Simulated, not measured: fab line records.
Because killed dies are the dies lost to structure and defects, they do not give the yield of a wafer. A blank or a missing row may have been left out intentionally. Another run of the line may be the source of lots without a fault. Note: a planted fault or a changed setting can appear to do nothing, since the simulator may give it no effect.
Matching of chambers :: flow nand harc :: rie diel-06 running NHARC_A_CONTACT_ETCH_48: 4 sister chambers
The step etches the open film in CF4, target depth 39 nm, time 65 s. 14 wafers are shown with their chamber, then 7 later ones without.

## WAFERS PAIRED WITH THEIR CHAMBERS
wafer: L074.1
chamber: 0
drypump motor current A (A): 5.4
oes product au (a.u.): 1.002
showerhead plenum p Torr (Torr): 1.64

wafer: L074.5
chamber: 2
drypump motor current A (A): 6.0
oes product au (a.u.): 0.985
showerhead plenum p Torr (Torr): 1.69

wafer: L074.6
chamber: 3
drypump motor current A (A): 5.7
oes product au (a.u.): 0.973
showerhead plenum p Torr (Torr): 1.84

wafer: L076.1
chamber: 0
drypump motor current A (A): 5.4
oes product au (a.u.): 1.002
showerhead plenum p Torr (Torr): 1.64

wafer: L076.2
chamber: 2
drypump motor current A (A): 6.0
oes product au (a.u.): 0.987
showerhead plenum p Torr (Torr): 1.69

wafer: L076.4
chamber: 3
drypump motor current A (A): 5.7
oes product au (a.u.): 0.980
showerhead plenum p Torr (Torr): 1.84

wafer: L081.2
chamber: 1
drypump motor current A (A): 6.1
oes product au (a.u.): 0.982
showerhead plenum p Torr (Torr): 1.76

wafer: L081.3
chamber: 2
drypump motor current A (A): 6.1
oes product au (a.u.): 0.989
showerhead plenum p Torr (Torr): 1.69

wafer: L081.5
chamber: 2
drypump motor current A (A): 6.1
oes product au (a.u.): 0.986
showerhead plenum p Torr (Torr): 1.69

wafer: L089.2
chamber: 1
drypump motor current A (A): 6.1
oes product au (a.u.): 0.992
showerhead plenum p Torr (Torr): 1.76

wafer: L089.3
chamber: 2
drypump motor current A (A): 6.0
oes product au (a.u.): 0.995
showerhead plenum p Torr (Torr): 1.69

wafer: L089.6
chamber: 0
drypump motor current A (A): 5.4
oes product au (a.u.): 1.009
showerhead plenum p Torr (Torr): 1.90

wafer: L094.1
chamber: 3
drypump motor current A (A): 5.8
oes product au (a.u.): 0.978
showerhead plenum p Torr (Torr): 1.84

wafer: L094.4
chamber: 3
drypump motor current A (A): 5.7
oes product au (a.u.): 0.967
showerhead plenum p Torr (Torr): 1.84

SIGNATURES, as means of the wafers listed above
reading: drypump motor current A
chamber 0: 5.400
chamber 1: 6.100
chamber 2: 6.040
chamber 3: 5.725
scatter within a chamber: 0.0442

reading: oes product au
chamber 0: 1.00433
chamber 1: 0.98700
chamber 2: 0.98840
chamber 3: 0.97450
scatter within a chamber: 0.00497

reading: showerhead plenum p Torr
chamber 0: 1.7267
chamber 1: 1.7600
chamber 2: 1.6900
chamber 3: 1.8400
scatter within a chamber: 0.0671
Rule: for each reading, subtract the chamber's mean from the wafer's reading, divide by that reading's scatter and square the result; add these up over the readings and take the root, which gives the wafer's distance from the chamber. The wafer belongs to the nearest chamber; if the next one is less than 2 further off, it can't be placed. The scatter: the root of (the sum of the squares of (reading less its chamber's mean) over the shown wafers, divided by (wafers less chambers)).

## WAFERS WITHOUT THEIR CHAMBER
wafer: L094.6
drypump motor current A (A): 5.4
oes product au (a.u.): 0.992
showerhead plenum p Torr (Torr): 1.90

wafer: L093.1
drypump motor current A (A): 5.4
oes product au (a.u.): 0.997
showerhead plenum p Torr (Torr): 1.90

wafer: L093.5
drypump motor current A (A): 5.4
oes product au (a.u.): 1.002
showerhead plenum p Torr (Torr): 1.90

wafer: L093.6
drypump motor current A (A): 6.1
oes product au (a.u.): 0.979
showerhead plenum p Torr (Torr): 1.75

wafer: L096.3
drypump motor current A (A): 5.4
oes product au (a.u.): 1.003
showerhead plenum p Torr (Torr): 1.90

wafer: L096.4
drypump motor current A (A): 6.0
oes product au (a.u.): 1.012
showerhead plenum p Torr (Torr): 1.68

wafer: L096.6
drypump motor current A (A): 6.0
oes product au (a.u.): 1.015
showerhead plenum p Torr (Torr): 1.68

## THE CHAMBER EACH PASSED THROUGH
wafer: L094.6
from the rows above: 0
in truth: 0

wafer: L093.1
from the rows above: 0
in truth: 0

wafer: L093.5
from the rows above: 0
in truth: 0

wafer: L093.6
from the rows above: can't be placed: 1 or 2
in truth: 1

wafer: L096.3
from the rows above: 0
in truth: 0

wafer: L096.4
from the rows above: can't be placed: 2 or 1
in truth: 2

wafer: L096.6
from the rows above: can't be placed: 2 or 1
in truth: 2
4 of 7 placed correctly. Not placeable from these rows: 3 (in 3, the candidates include the true chamber). Wrongly placed: 0.
